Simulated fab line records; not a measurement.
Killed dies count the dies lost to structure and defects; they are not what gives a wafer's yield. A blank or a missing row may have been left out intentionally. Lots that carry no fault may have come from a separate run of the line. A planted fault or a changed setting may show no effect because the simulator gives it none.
Code-filled problem report in 8D (eight disciplines) form || flow n5_finfet || the parts of the form that need people (team, actions taken, sign-off) are left out

## 1. THE ISSUE
Wafers free of any fault read 4.36 (standard deviation 0.086) for CJ_N at N5_BEOL_M4_RC_MEAS_101, against a mean of 5.16 on 9 wafers of 3 lots. That puts it +9.3 standard deviations away from the usual mean.
First seen on wafer L726.2, day 11 05:05, on prober-01. Wafers with a number at this step in the record: 30, from 10 lots. Rule for "out", or "out of limits": more than 4 standard deviations from the usual mean. The other wafers with a number count as sound.

## 2. WHAT IT IS, WHAT IT ISN'T
{"question": "which readings at this step", "is": "CJ_N", "is not": "DIBL_N, IOFF_P, ION_P, VT_N, VT_P"}
{"question": "which lots", "is": "L726, L728, L730", "is not": "L718, L719, L720, L725, L727, L737, L738"}
{"question": "which wafers of those lots", "is": "all that have a number", "is not": "-"}
{"question": "read on which gauges", "is": "prober-01, prober-02", "is not": "-"}
{"question": "when", "is": "from day 11 05:05", "is not": "up to then (12 sound wafers); but 9 sound wafers of L727, L737, L738 came after"}

## 3. WHAT RULES OUT EACH SUSPECT
Counting: a tool at any process step up to the reading remains a suspect when it ran all the lots that are out and ran no sound lot after the first of those.
- the gauge at N5_BEOL_M4_RC_MEAS_101 is ruled out. The wafers that are out were read on 2 gauges (prober-01, prober-02).
- implanter-01 at N5_WELL_APT_IMPLANT_32: kept. It ran every lot that is out, first L726 (day 4 03:29), and no sound lot after that; its last sound lot up to then is L725 (day 3 22:15). Out on those wafers are its own readings of dose_ions_cm2, faraday_current_uA.
- epi_rpcvd-04 at N5_WELL_APT_EPI_41 (deposits Si from SiH4/H2, target thk 50 nm, time 297.7 s): kept. It ran every lot that is out, first L726 (day 4 04:19), and no sound lot after that; its last sound lot up to then is L719 (day 2 11:04).
What counting leaves: implanter-01 at N5_WELL_APT_IMPLANT_32 and epi_rpcvd-04 at N5_WELL_APT_EPI_41.

## 4. THE CAUSE (what the simulator had put in)
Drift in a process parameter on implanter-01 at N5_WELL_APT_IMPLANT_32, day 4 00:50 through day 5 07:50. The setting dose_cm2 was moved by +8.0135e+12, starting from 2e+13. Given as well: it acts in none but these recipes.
Counting left 2 suspects, and this tool is among them.

## 5. THE EFFECT CHAIN, in route order
One row per reading whose mean, taken over the struck wafers that have a number, lies over 3 standard deviations from the usual. Scope: only readings with a usual standard deviation given in the record; hours: median across lots of the time from each lot's start at the first step in this table that gives one to its start at this step; sigmas: change in usual standard deviations.
{"hours": 0, "step": "N5_WELL_APT_IMPLANT_32", "reading": "dose_ions_cm2", "usual": 1.9997e+13, "on struck wafers": 2.8021e+13, "change": "+8.0239e+12", "sigmas": "+99 or more"}
{"hours": 0, "step": "N5_WELL_APT_IMPLANT_32", "reading": "faraday_current_uA", "usual": 254, "on struck wafers": 355, "change": "+101", "sigmas": "+20"}
{"hours": 174, "step": "N5_BEOL_M4_RC_MEAS_101", "reading": "CJ_N", "usual": 4.36, "on struck wafers": 5.16, "change": "+0.80", "sigmas": "+9.3"}
{"hours": 174, "step": "N5_BEOL_M4_RC_MEAS_101", "reading": "IOFF_N_LONG", "usual": "5.54e-05 nA/um", "on struck wafers": 6.39e-05, "change": "+8.49e-06", "sigmas": "+3.5"}
{"hours": 174, "step": "N5_BEOL_M4_RC_MEAS_101", "reading": "RS_PWELL", "usual": "3012 ohm/sq", "on struck wafers": 2944, "change": -68, "sigmas": -3.1}
Here are the process steps it includes:
- N5_WELL_APT_IMPLANT_32

## 6. WHAT WOULD HAVE CAUGHT IT SOONER
Counted from the fault's start at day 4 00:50, it took 172 hours until the first out-of-limits reading at a measuring or inspecting step in this record, taken at day 11 05:05.
Tool's own readings at N5_WELL_APT_IMPLANT_32, dose_ions_cm2, faraday_current_uA: out on all struck wafers the step has rows for; an alarm limit on them would have tripped on the first.
The start of N5_WELL_APT_IMPLANT_32 on implanter-01 came by day 11 05:05 for every one of the lots that are out (3). Tool hold at that time: it would have spared none of them.
